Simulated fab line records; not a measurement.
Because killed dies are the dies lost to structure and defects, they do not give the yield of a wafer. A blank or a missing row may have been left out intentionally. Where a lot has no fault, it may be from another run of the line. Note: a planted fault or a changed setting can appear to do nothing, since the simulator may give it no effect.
Chamber matching    flow n5_finfet    rie_diel-03 running N5_BEOL_M6_ETCH_66: 4 sister chambers
The step etches SOC in N2/H2, target depth 80 nm, overetch 16 nm, time 120 s. 7 wafers are shown with their chamber, then 7 later ones without.

WAFERS PAIRED WITH THEIR CHAMBERS
wafer   chamber  showerhead_plenum_p_Torr (Torr)  throttle_valve_pct (%)
L082.1  3        2.69                             17.61
L082.5  0        2.55                             17.55
L085.3  0        2.54                             17.57
L085.5  2        2.39                             17.96
L085.6  1        2.49                             17.39
L087.4  2        2.39                             17.96
L087.5  3        2.69                             17.62

WAFERS WITHOUT THEIR CHAMBER
wafer   showerhead_plenum_p_Torr (Torr)  throttle_valve_pct (%)
L087.6  2.54                             17.58
L088.1  2.54                             17.58
L088.2  2.39                             17.96
L088.4  2.69                             17.65
L094.1  2.54                             17.62
L094.2  2.69                             17.65
L094.5  2.54                             17.60

EACH ONE'S CHAMBER
wafer   from the rows above  in truth
L087.6  0                    0
L088.1  0                    0
L088.2  2                    2
L088.4  3                    3
L094.1  0                    0
L094.2  3                    3
L094.5  0                    0
Placed correctly: 7 of 7. From these rows, 0 cannot be placed. 0 placed wrongly.
How it was worked out, from the rows above alone: a wafer's distance from a chamber is the root of the sum, over the readings, of the square of ((its reading less the chamber's mean) divided by the reading's scatter). If the next closest chamber is less than 2 further off than the closest, the wafer can't be placed; otherwise it belongs to the closest. A chamber's mean is the mean of its shown wafers. The scatter is the square root of a quotient: the sum, over the shown wafers, of each reading's squared deviation from its chamber's mean, divided by wafers minus chambers.
